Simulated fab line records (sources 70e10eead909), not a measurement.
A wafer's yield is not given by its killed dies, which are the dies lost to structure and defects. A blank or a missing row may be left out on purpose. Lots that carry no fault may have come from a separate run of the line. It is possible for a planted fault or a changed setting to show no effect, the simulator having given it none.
Matching of chambers || flow nand_harc || NHARC_P_M0_DEP_32 on pecvd-03 has 3 sister chambers
The step deposits SiCN, target thk 30 nm. 3 wafers are shown with their chamber, then 9 later ones without.

## WAFERS, EACH WITH ITS CHAMBER
{"wafer": "L083.4", "chamber": 0, "heater_power_w (W)": 528}
{"wafer": "L091.5", "chamber": 2, "heater_power_w (W)": 428}
{"wafer": "L091.6", "chamber": 1, "heater_power_w (W)": 622}

## WAFERS WITH NO CHAMBER GIVEN
{"wafer": "L094.1", "heater_power_w (W)": 530}
{"wafer": "L094.3", "heater_power_w (W)": 466}
{"wafer": "L094.5", "heater_power_w (W)": 586}
{"wafer": "L096.1", "heater_power_w (W)": 548}
{"wafer": "L096.2", "heater_power_w (W)": 470}
{"wafer": "L096.4", "heater_power_w (W)": 464}
{"wafer": "L097.1", "heater_power_w (W)": 475}
{"wafer": "L097.3", "heater_power_w (W)": 554}
{"wafer": "L097.5", "heater_power_w (W)": 548}

## WHICH CHAMBER EACH WENT THROUGH
{"wafer": "L094.1", "from the rows above": 0, "in truth": 0}
{"wafer": "L094.3", "from the rows above": "can't be placed: 2 or 0", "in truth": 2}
{"wafer": "L094.5", "from the rows above": "can't be placed: 1 or 0", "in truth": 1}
{"wafer": "L096.1", "from the rows above": "can't be placed: 0 or 1", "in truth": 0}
{"wafer": "L096.2", "from the rows above": "can't be placed: 2 or 0", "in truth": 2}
{"wafer": "L096.4", "from the rows above": "can't be placed: 2 or 0", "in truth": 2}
{"wafer": "L097.1", "from the rows above": "can't be placed: 2 or 0", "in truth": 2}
{"wafer": "L097.3", "from the rows above": "can't be placed: 0 or 1", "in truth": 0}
{"wafer": "L097.5", "from the rows above": "can't be placed: 0 or 1", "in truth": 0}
Correctly placed: 1 of 9. Cannot be placed on the basis of these rows: 8; the candidates contain the true chamber in 8. 0 placed wrongly.
How it was worked out, from the rows above alone: a wafer's distance from a chamber is the root of the sum, over the readings, of the square of ((its reading less the chamber's mean) divided by the reading's scatter). The wafer belongs to the nearest chamber; if the next one is less than 2 further off, it can't be placed. For every chamber, the mean is computed from those of its wafers that are shown. The scatter: with one shown wafer a chamber, the root of the mean of the squares of how far each hidden wafer lies from its nearest shown one.
